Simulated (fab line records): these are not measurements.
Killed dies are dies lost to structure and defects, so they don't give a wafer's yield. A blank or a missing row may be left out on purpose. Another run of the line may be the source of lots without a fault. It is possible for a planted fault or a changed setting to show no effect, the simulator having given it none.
fab line records	flow n5-finfet
record: lots: 6	wafers: 18	last-day: 17
route steps=1938 shown BEOL_M13@1680 PASSIVATION@1936
lots that met no fault: from a run of the same line without faults
start-h: hours from the record's first day to the start of the lot's first wafer shown	wait-h: hours since the lot's step before	" as in the row above	L1.1+2: a single row standing in for several wafers	- no value present, or no start provided	* or withheld: withheld	< > ~ a bound
route shown NAME@n: names a module that has steps shown in the file, with the first one's number in the route	usual: mean/standard deviation of fault-free wafers	same: alike in all rows	chamber/n: place in a boat	sites: each site's reading	_std_site: the standard deviation of these	_edge_site: the outer-site mean with the inner-site mean subtracted	radius-mm: how far each site lies from the wafer's centre	mask NAME#n: copy n	behind: the most recent tool/chamber to have shaped the wafer	hold: why the lot was held/for how many hours/how that ended	device: names the non-switching transistor (n, p or np)	end of line: the same wafers' tests at the end of the route	step lacking rows: just its recipe	killed: the dies lost at the first sort to structure and to defects; this is not the yield of the wafer	map: the dies of a wafer, with x for killed, . for not killed, _ for no die there
set.NAME: the setting that was run; set.NAME@STEP: the one run at that earlier step	model.NAME: the simulator's own value behind a step, which no gauge read
lots at selected steps of the route; one table per step, one row per wafer
services: when a tool's chamber went out of use (start-h, in hours from the record's first day, below 0 if earlier), for how many hours, and the reason
== steps ==
step: N5_BEOL_M13_COAT_65
recipe: resist: SOC	temp-c: 250	time-s: 60	spin-rpm: 1500	resist-thk-nm: 350
step: N5_BEOL_M13_COAT_66
recipe: resist: SiARC	temp-c: 220	time-s: 60	spin-rpm: 1500	resist-thk-nm: 110
step: N5_BEOL_M13_COAT_22
recipe: spin-rpm: 2888	resist-thk-nm: 300
step: N5_BEOL_M13_EBR_24
recipe: solvent: PGMEA	ebr-width-mm: 1.5
step: N5_BEOL_M13_SOFTBAKE_23
recipe: temp-c: 130	time-s: 60
step: N5_BEOL_M13_EXPOSE_25
recipe: mask-id: M13	na: 0.93	source-shape: conventional	sigma-outer: 0.4	polarization: unpolarized	target-cd-nm: 210	dose-mj: 22
step: N5_BEOL_M13_PEB_26
recipe: peb-temp-c: 130	peb-time-s: 90
step: N5_BEOL_M13_DEVELOP_27
recipe: develop-time-s: 45	rinse-liquid: diw	dry: air-spin	dev-temp-c: 21
step: N5_BEOL_M13_HARDBAKE_32
recipe: temp-c: 130	time-s: 120
step: N5_BEOL_M13_CD_MEAS_28
recipe: target-cd-nm: 209.5	landing-energy-ev: 500	detector: se-inlens
usual: cd-nm: 208.9/1.3
lot.wafer	tool	chamber	start-h	wait-h	cd-nm
L218.1	cd-sem-02	0	255.38	-	208.6
L218.2	"	0	"	"	208.3
L218.5	"	0	"	"	206.9
L225.4	cd-sem-03	0	302.93	-	208.5
L225.5	"	0	"	"	207.9
L225.6	"	0	"	"	205.6
L230.1	cd-sem-01	0	324.02	-	208.5
L230.4	"	0	"	"	208.8
L230.5	"	0	"	"	209.3
L233.1	cd-sem-02	0	342.43	-	208.7
L233.2	"	0	"	"	211.3
L233.5	"	0	"	"	206.8
L237.1	cd-sem-01	0	360.95	-	209.4
L237.4	"	0	"	"	210.8
L237.5	"	0	"	"	209.0
L232.1	cd-sem-02	0	361.79	-	212.4
L232.2	"	0	"	"	208.3
L232.6	"	0	"	"	210.7
step: N5_BEOL_M13_OVL_MEAS_29
recipe: points-per-wafer: 44
usual: M13_OVL: 4/4.4
lot.wafer	tool	chamber	start-h	wait-h	M13_OVL[nm]
L218.1	overlay-02	0	255.42	0.0	3
L218.2	"	0	"	"	3
L218.5	"	0	"	"	11
L225.4	overlay-02	0	302.95	0.0	-2
L225.5	"	0	"	"	0
L225.6	"	0	"	"	6
L230.1	overlay-01	0	324.05	0.0	-1
L230.4	"	0	"	"	2
L230.5	"	0	"	"	-2
L233.1	overlay-01	0	342.46	0.0	-5
L233.2	"	0	"	"	-4
L233.5	"	0	"	"	3
L237.1	overlay-01	0	360.98	0.0	7
L237.4	"	0	"	"	1
L237.5	"	0	"	"	2
L232.1	overlay-02	0	361.83	0.0	1
L232.2	"	0	"	"	-2
L232.6	"	0	"	"	3
step: N5_BEOL_M13_INSPECT_30
recipe: mode: adi	inspect-instrument: macro
usual: raw-defect-count: 1.8/1.4
lot.wafer	tool	chamber	start-h	wait-h	raw-defect-count
L218.1	defect-inspect-02	-	255.45	0.0	2
L218.2	"	-	"	"	1
L218.5	"	-	"	"	1
L225.4	defect-inspect-01	-	302.98	0.0	4
L225.5	"	-	"	"	2
L225.6	"	-	"	"	0
L230.1	defect-inspect-01	-	324.07	0.0	0
L230.4	"	-	"	"	0
L230.5	"	-	"	"	0
L233.1	defect-inspect-01	-	342.49	0.0	3
L233.2	"	-	"	"	1
L233.5	"	-	"	"	1
L237.1	defect-inspect-01	-	361.01	0.0	1
L237.4	"	-	"	"	1
L237.5	"	-	"	"	3
L232.1	defect-inspect-01	-	361.85	0.0	3
L232.2	"	-	"	"	2
L232.6	"	-	"	"	2
step: N5_BEOL_M13_DESCUM_33
recipe: chemistry: O2	time-s: 7.9	source-power-w: 50	bias-power-w: 20	pressure-mtorr: 20	rf-frequency-hz: 2.712e+07	temp-c: 40	o2-flow-sccm: 225
usual: drypump-motor-current-A: 5.7/0.31	oes-product-au: 0.77/0.074	rf-vpp-V: 243.2/1.4	showerhead-plenum-p-Torr: 2.10/0.07	throttle-valve-pct: 20.47/0.24
lot.wafer	tool	chamber	start-h	wait-h	drypump-motor-current-A	oes-product-au	rf-hours-counter-h	rf-vpp-V	showerhead-plenum-p-Torr	throttle-valve-pct	model.coat_of_BEOL_M13_COAT_22.thk-nm
L218.1	rie-diel-03	0	255.49	0.0	5.7	0.83	66	245.2	2.20	20.63	282.8
L218.2	"	1	"	"	5.4	0.78	127	243.0	2.09	20.18	283.6
L218.5	"	3	"	"	5.9	0.68	-	243.6	2.07	20.61	283.8
L225.4	rie-diel-01	1	303.01	0.0	5.9	0.70	229	240.4	2.00	20.76	283.4
L225.5	"	0	"	"	5.8	0.80	-	242.9	2.14	20.31	284.2
L225.6	"	1	"	"	5.9	0.71	-	240.8	2.00	20.77	283.6
L230.1	rie-diel-01	3	324.12	0.0	5.7	0.74	182	241.9	1.98	20.50	287.8
L230.4	"	2	"	"	6.4	0.71	217	243.6	2.17	20.56	285.6
L230.5	"	3	"	"	5.7	0.73	-	240.5	1.98	20.52	287
L233.1	rie-diel-01	0	342.52	0.0	5.8	0.78	101	243.7	2.13	20.33	284.8
L233.2	"	2	"	"	6.3	0.70	222	242.7	2.17	20.58	282.8
L233.5	"	0	"	"	5.8	0.78	-	243.6	2.13	20.32	284.6
L237.1	rie-diel-03	2	361.04	0.0	5.7	0.70	204	246.3	2.15	20.72	282.6
L237.4	"	2	"	"	5.7	0.71	-	244.1	2.15	20.75	282.8
L237.5	"	0	"	"	5.8	0.79	-	244.6	2.18	20.68	281.8
L232.1	rie-diel-04	1	362.24	0.4	5.7	0.81	122	241.6	2.05	20.47	282.4
L232.2	"	2	"	"	6.0	0.93	12	246.3	2.23	20.20	281.2
L232.6	"	0	"	"	5.7	0.75	-	242.7	2.12	20.73	282.8
step: N5_BEOL_M13_ETCH_67
recipe: chemistry: CF4	target: SiARC	target-depth-a: 1430	time-s: 238.3	ion-energy-ev: 80	pressure-mtorr: 40	source-w: 545	bias-w: 36	Ar_flow_sccm: 100	cf4-flow-sccm: 100	ends: cleared
usual: drypump-motor-current-A: 5.7/0.31	etch-rf-on-time-s: 237/6.8	oes-product-au: 0.66/0.064	rf-vpp-V: 184.2/1.2	showerhead-plenum-p-Torr: 2.15/0.07	throttle-valve-pct: 15.68/0.22
lot.wafer	tool	chamber	start-h	wait-h	drypump-motor-current-A	etch-rf-on-time-s	oes-product-au	rf-hours-counter-h	rf-vpp-V	showerhead-plenum-p-Torr	throttle-valve-pct	model.coat_of_BEOL_M13_COAT_22.thk-nm
L218.1	rie-diel-03	0	255.52	0.0	5.7	237	0.73	66	186.2	2.25	15.76	211.2
L218.2	"	1	"	"	5.3	233	0.69	127	184.6	2.15	15.47	212
L218.5	"	3	"	"	5.9	230	0.60	-	184.4	2.13	15.93	212.4
L225.4	rie-diel-01	1	303.04	0.0	5.9	237	0.60	229	182.3	2.04	15.89	211.6
L225.5	"	0	"	"	5.8	250	0.68	-	183.8	2.18	15.47	212.4
L225.6	"	1	"	"	5.9	237	0.60	-	182.0	2.04	15.88	211.8
L230.1	rie-diel-01	3	324.15	0.0	5.7	246	0.62	182	183.7	2.05	15.86	216.4
L230.4	"	2	"	"	6.3	230	0.61	217	184.8	2.21	15.75	214.4
L230.5	"	3	"	"	5.7	246	0.61	-	182.2	2.05	15.86	215.4
L233.1	rie-diel-01	0	342.55	0.0	5.8	254	0.66	101	184.6	2.17	15.48	213
L233.2	"	2	"	"	6.4	229	0.61	222	185.8	2.21	15.75	211.2
L233.5	"	0	"	"	5.8	253	0.65	-	185.8	2.17	15.49	213
L237.1	rie-diel-03	2	361.08	0.0	5.6	233	0.62	204	185.8	2.21	16.04	211.2
L237.4	"	2	"	"	5.6	234	0.62	-	185.6	2.21	16.05	211.6
L237.5	"	0	"	"	5.7	240	0.68	-	185.6	2.24	15.82	210.2
L232.1	rie-diel-04	1	362.27	0.0	5.7	228	0.69	122	182.5	2.07	15.46	211
L232.2	"	2	"	"	6.0	232	0.81	12	186.0	2.28	15.39	209.8
L232.6	"	0	"	"	5.7	232	0.64	-	184.6	2.14	15.73	211.4
step: N5_BEOL_M13_ETCH_68
recipe: chemistry: N2/H2	target: SOC	mask-material: SiARC	source-w: 3000	bias-w: 350	temp-c: 40	time-s: 355	ion-energy-ev: 200	pressure-mtorr: 30	n2-flow-sccm: 200	h2-flow-sccm: 200
usual: drypump-motor-current-A: 5.7/0.31	n2-flow-sccm: 200.1/0.55	oes-product-au: 0.77/0.071	rf-vpp-V: 524.0/2.6	showerhead-plenum-p-Torr: 2.55/0.087	throttle-valve-pct: 17.79/0.24
lot.wafer	tool	chamber	start-h	wait-h	drypump-motor-current-A	n2-flow-sccm	oes-product-au	rf-hours-counter-h	rf-vpp-V	showerhead-plenum-p-Torr	throttle-valve-pct
L218.1	rie-diel-03	0	255.67	0.1	5.7	199.8	0.84	66	528.1	2.68	17.99
L218.2	"	1	"	"	5.4	201.2	0.79	127	522.9	2.54	17.53
L218.5	"	3	"	"	5.9	200.2	0.68	-	522.5	2.52	18.01
L225.4	rie-diel-01	1	303.19	0.1	5.9	200.0	0.72	230	520.2	2.43	18.22
L225.5	"	0	"	"	5.8	201.0	0.80	-	524.8	2.58	17.59
L225.6	"	1	"	"	5.9	200.0	0.71	-	521.3	2.43	18.21
L230.1	rie-diel-01	3	324.30	0.1	5.7	200.1	0.73	182	519.3	2.42	17.98
L230.4	"	2	"	"	6.3	199.4	0.70	217	524.4	2.61	17.84
L230.5	"	3	"	"	5.7	199.4	0.73	-	519.8	2.42	17.99
L233.1	rie-diel-01	0	342.70	0.1	5.8	199.3	0.79	101	525.1	2.57	17.61
L233.2	"	2	"	"	6.4	200.8	0.69	222	526.4	2.61	17.84
L233.5	"	0	"	"	5.8	200.0	0.79	-	523.6	2.57	17.61
L237.1	rie-diel-03	2	361.22	0.1	5.7	199.7	0.71	204	526.8	2.61	18.05
L237.4	"	2	"	"	5.7	199.9	0.71	-	526.3	2.61	18.08
L237.5	"	0	"	"	5.8	200.1	0.78	-	527.6	2.67	18.03
L232.1	rie-diel-04	1	362.42	0.1	5.7	199.4	0.81	122	520.4	2.44	17.50
L232.2	"	2	"	"	6.0	200.5	0.94	13	528.1	2.73	17.68
L232.6	"	0	"	"	5.7	200.1	0.75	-	523.5	2.52	17.70
step: N5_PASSIVATION_PROBE_49
usual: defect-limited-yield: 91.6/1.4	killed_at_M0_to_M3: 32/9.5	killed_at_M4_up: 13/6	killed-at-contacts: 12/5.6	killed-at-front-end: 39/11	killed-at-other: 2.8/2.3	killed-dies: 99/16	killed-open: 65/12	killed-short: 32/7.6	sort_bin_4_leakage: 0.1/0.88	sort_bin_5_function: 4.8/0.88	sort_bin_6_memory: 3.2/0.65	sort-n-pass: 1077/29	sort-yield-pct: 91.2/2.5
same: gross-dies: 1180	killed-at-back-side: 0	sort_bin_8_speed[%]: 0
lot.wafer	tool	chamber	start-h	wait-h	defect-limited-yield[%]	killed_at_M0_to_M3	killed_at_M4_up	killed-at-contacts	killed-at-front-end	killed-at-other	killed-dies	killed-open	killed-short	sort_bin_4_leakage[%]	sort_bin_5_function[%]	sort_bin_6_memory[%]	sort-n-pass	sort-yield-pct[%]
L225.4	prober-02	-	333.73	0.2	93.2	17	12	15	34	2	80	48	32	0	4.2	2.4	1100	93.2
L225.5	prober-02	-	333.78	0.2	93.1	23	4	19	34	2	82	55	26	0	4.4	2.3	1098	93.1
L225.6	prober-02	-	333.83	0.3	93.1	31	14	13	18	6	82	56	25	0	4.4	2.4	1098	93.1
L232.1	prober-02	-	398.53	0.0	92.8	33	4	6	42	0	85	48	30	0	3.6	2.5	1095	92.8
L232.2	prober-02	-	398.58	0.1	92.3	38	4	16	33	0	91	59	32	0	4.5	2.9	1089	92.3
L232.6	prober-02	-	398.78	0.3	93.6	47	5	3	19	1	75	47	24	0	3.3	2.5	1105	93.6
killed by level:class
L225.4 MOL_CONTACT_COAG:geometric-particle:open=13 FIN_SAQP:geometric-particle:short=9 FIN_SAQP:geometric-particle:open=7 BEOL_M4:geometric-particle:open=6 BEOL_M2:geometric-particle:short=5 BEOL_M0_SAQP:geometric-particle:open=4 BEOL_M3:geometric-particle:open=4 BEOL_M4:geometric-particle:short=4
L225.5 MOL_CONTACT_COAG:geometric-particle:open=13 BEOL_M3:geometric-particle:open=11 DUMMY_GATE:geometric-particle:open=6 MOL_CONTACT_COAG:geometric-particle:short=6 FIN_SAQP:geometric-particle:open=5 ILD0:geometric-particle:open=4 GATE_CUT:geometric-particle:short=4 FIN_SAQP:geometric-particle:short=3
L225.6 MOL_CONTACT_COAG:geometric-particle:open=10 BEOL_M3:geometric-particle:open=10 BEOL_M0_SAQP:geometric-particle:short=8 BEOL_M0_SAQP:geometric-particle:open=7 FIN_SAQP:geometric-particle:open=4 ILD0:geometric-particle:open=4 MOL_CONTACT_COAG:geometric-particle:short=3 BEOL_M2:geometric-particle:open=3
L232.1 STI_FIN_REVEAL:geometric-particle:open=9 BEOL_M3:geometric-particle:open=8 BEOL_M0_SAQP:geometric-particle:open=7 BEOL_M2:geometric-particle:open=7 HKMG_FIN:area-etch=7 FIN_SAQP:geometric-particle:short=6 BEOL_M0_SAQP:geometric-particle:short=6 GATE_CUT:geometric-particle:short=5
L232.2 MOL_CONTACT_COAG:geometric-particle:open=15 BEOL_M0_SAQP:geometric-particle:short=10 FIN_SAQP:geometric-particle:short=8 BEOL_M0_SAQP:geometric-particle:open=7 BEOL_M1:geometric-particle:open=7 STI_FIN_REVEAL:geometric-particle:open=6 FIN_SAQP:geometric-particle:open=5 BEOL_M3:geometric-particle:open=4
L232.6 BEOL_M0_SAQP:geometric-particle:short=11 BEOL_M3:geometric-particle:open=10 BEOL_M1:geometric-particle:open=9 BEOL_M2:geometric-particle:open=8 STARTING-WAFER:geometric-particle:short=4 HKMG_FIN:area-etch=4 STI_FIN_REVEAL:geometric-particle:open=3 MOL_CONTACT_COAG:geometric-particle:open=3
== services ==
tool	chamber	start-h	hours	kind
rie-diel-03	-	262.64	0.5	repair
rie-diel-04	0	289.58	7.4	repair
rie-diel-03	3	292.15	-	clean
rie-diel-03	3	292.15	-	consumable-replace:focus-ring
rie-diel-03	3	292.15	28.0	scheduled-down
rie-diel-03	3	292.15	28.0	vent-cycle
rie-diel-04	2	306.17	5.3	repair
rie-diel-04	2	311.66	-	clean
rie-diel-04	2	311.66	-	consumable-replace:focus-ring
rie-diel-04	2	311.66	-	consumable-replace:showerhead
rie-diel-04	2	311.66	12.8	scheduled-down
rie-diel-04	2	311.66	12.8	vent-cycle
rie-diel-03	2	342.53	6.8	repair
rie-diel-04	0	344.79	4.5	repair
rie-diel-01	3	352.67	2.8	repair
== key ==
first-sign none at tools or gauges
model-effect: step: N5_BEOL_M13_DESCUM_33	value: coat_of_BEOL_M13_COAT_22.thk-nm	without: 284.4	struck: 286.1
model-effect: step: N5_BEOL_M13_ETCH_67	value: coat_of_BEOL_M13_COAT_22.thk-nm	without: 212.9	struck: 214.4
met-at N5_BEOL_M13_DESCUM_33
struck-wafers L230.1,L230.5,L233.1,L233.5
baseline-loss: step: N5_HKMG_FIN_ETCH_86	wafers: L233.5
onset-between 303.01 324.12
fault: kind: process-parameter-drift	tool: rie-diel-01	chamber: -	onset-h: 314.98	steps: N5_BEOL_M13_DESCUM_33	channel: time-s	offset: *	shape: step	end-h: 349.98	scope: struck-wafers-only	acts-in: *	stated: *
baseline-loss: these wafers lose ten dies or more at that step, a loss of the line's own and not of a fault; the sort's usual values leave them out
